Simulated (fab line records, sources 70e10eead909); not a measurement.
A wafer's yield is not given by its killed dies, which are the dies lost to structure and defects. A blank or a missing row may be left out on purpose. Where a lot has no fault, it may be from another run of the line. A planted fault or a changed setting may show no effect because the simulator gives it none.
Matching of chambers -- flow nand harc -- NHARC_P_M1_DEP_33 on pecvd-04: 3 sister chambers
The step deposits SiCN, target thk 30 nm. 6 wafers are shown with their chamber, then 8 later ones without.

WAFERS, EACH WITH ITS CHAMBER
wafer,chamber,heater power w (W),rf fwd power W (W)
L089.4,2,516,447.7
L089.5,0,635,448.1
L090.1,1,566,446.9
L090.2,2,553,452.5
L090.4,1,584,447.6
L092.1,0,744,448.9

WAFERS WHOSE CHAMBER IS MISSING
wafer,heater power w (W),rf fwd power W (W)
L092.2,636,450.1
L092.4,608,450.6
L093.1,534,450.3
L093.2,741,448.6
L093.3,616,451.9
L094.1,584,447.9
L094.3,731,446.7
L094.5,726,447.7

WHICH CHAMBER EACH ONE RAN IN
wafer,from the rows above,in truth
L092.2,can't be placed: 0 or 1 or 2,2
L092.4,can't be placed: 2 or 1 or 0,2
L093.1,can't be placed: 2 or 1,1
L093.2,0,0
L093.3,can't be placed: 2 or 0 or 1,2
L094.1,can't be placed: 1 or 2 or 0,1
L094.3,0,0
L094.5,0,0
Correct placement for 3 of the 8. These rows do not allow placing 5 (true chamber among the candidates in 5). 0 placed wrongly.
How it was worked out, from the rows above alone: a wafer's distance from a chamber is the root of the sum, over the readings, of the square of ((its reading less the chamber's mean) divided by the reading's scatter). The wafer belongs to the nearest chamber; if the next one is less than 2 further off, it can't be placed. For every chamber, the mean is computed from those of its wafers that are shown. The scatter: take each reading less its chamber's mean, square it, sum over the shown wafers, divide by the number of wafers less the number of chambers, and take the root.
